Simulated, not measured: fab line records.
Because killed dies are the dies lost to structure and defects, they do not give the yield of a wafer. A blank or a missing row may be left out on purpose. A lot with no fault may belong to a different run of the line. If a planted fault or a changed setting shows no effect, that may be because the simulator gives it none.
Chamber matching | flow n5-finfet | N5_BEOL_M1_ETCH_74 on rie-diel-02: 4 sister chambers
The step etches underlayer in N2/H2, target depth 6.5 nm, time 5.2 s. 22 wafers are shown with their chamber, then 11 later ones without.

== WAFERS WITH THEIR CHAMBER ==
wafer  | chamber | drypump-motor-current-A (A) | showerhead-plenum-p-Torr (Torr) | throttle-valve-pct (%)
L075.3 | 1       | 5.92                        | 2.52                            | 18.09
L075.4 | 3       | 5.61                        | 2.61                            | 18.05
L075.5 | 0       | 6.12                        | 2.55                            | 18.06
L076.2 | 2       | 5.31                        | 2.46                            | 17.69
L076.4 | 3       | 5.57                        | 2.61                            | 18.05
L076.5 | 2       | 5.32                        | 2.46                            | 17.72
L085.3 | 3       | 5.62                        | 2.60                            | 18.06
L085.4 | 0       | 6.09                        | 2.54                            | 18.09
L085.6 | 3       | 5.62                        | 2.60                            | 18.07
L086.2 | 1       | 5.91                        | 2.50                            | 18.13
L086.4 | 0       | 6.08                        | 2.53                            | 18.09
L086.5 | 3       | 5.58                        | 2.60                            | 18.04
L087.2 | 0       | 6.09                        | 2.54                            | 18.12
L087.3 | 1       | 5.90                        | 2.51                            | 18.18
L087.6 | 2       | 5.28                        | 2.45                            | 17.74
L089.1 | 3       | 5.57                        | 2.60                            | 18.07
L089.3 | 0       | 6.10                        | 2.53                            | 18.11
L089.4 | 1       | 5.91                        | 2.50                            | 18.12
L090.1 | 0       | 6.09                        | 2.53                            | 18.12
L090.2 | 1       | 5.89                        | 2.50                            | 18.14
L090.6 | 1       | 5.89                        | 2.50                            | 18.17
L092.2 | 0       | 6.09                        | 2.53                            | 18.12

SIGNATURES (averages over the wafers above)
reading                  | chamber 0 | chamber 1 | chamber 2 | chamber 3 | scatter within a chamber
drypump-motor-current-A  | 6.0943    | 5.9033    | 5.3033    | 5.5950    | 0.0175
showerhead-plenum-p-Torr | 2.5357    | 2.5050    | 2.4567    | 2.6033    | 0.00715
throttle-valve-pct       | 18.1014   | 18.1383   | 17.7167   | 18.0567   | 0.0242
Rule: distance of a wafer from a chamber = root of the sum over the readings of ((wafer's reading minus chamber's mean) / reading's scatter) squared. If the next closest chamber is less than 2 further off than the closest, the wafer can't be placed; otherwise it belongs to the closest. The scatter: the root of (the sum of the squares of (reading less its chamber's mean) over the shown wafers, divided by (wafers less chambers)).

== WAFERS WHOSE CHAMBER IS MISSING ==
wafer  | drypump-motor-current-A (A) | showerhead-plenum-p-Torr (Torr) | throttle-valve-pct (%)
L092.3 | 5.90                        | 2.50                            | 18.15
L092.6 | 5.31                        | 2.45                            | 17.75
L091.1 | 5.34                        | 2.45                            | 17.76
L091.2 | 5.89                        | 2.50                            | 18.16
L091.3 | 6.09                        | 2.53                            | 18.10
L094.1 | 6.11                        | 2.53                            | 18.12
L094.2 | 5.91                        | 2.50                            | 18.15
L094.6 | 5.90                        | 2.50                            | 18.15
L096.2 | 6.10                        | 2.53                            | 18.13
L096.5 | 5.61                        | 2.60                            | 17.59
L096.6 | 5.32                        | 2.44                            | 17.76

== CHAMBER TAKEN BY EACH ==
wafer  | from the rows above | in truth
L092.3 | 1                   | 1
L092.6 | 2                   | 2
L091.1 | 2                   | 2
L091.2 | 1                   | 1
L091.3 | 0                   | 0
L094.1 | 0                   | 0
L094.2 | 1                   | 1
L094.6 | 1                   | 1
L096.2 | 0                   | 0
L096.5 | 3                   | 3
L096.6 | 2                   | 2
11 of 11 placed correctly. Number that these rows cannot place: 0. Number placed wrongly: 0.
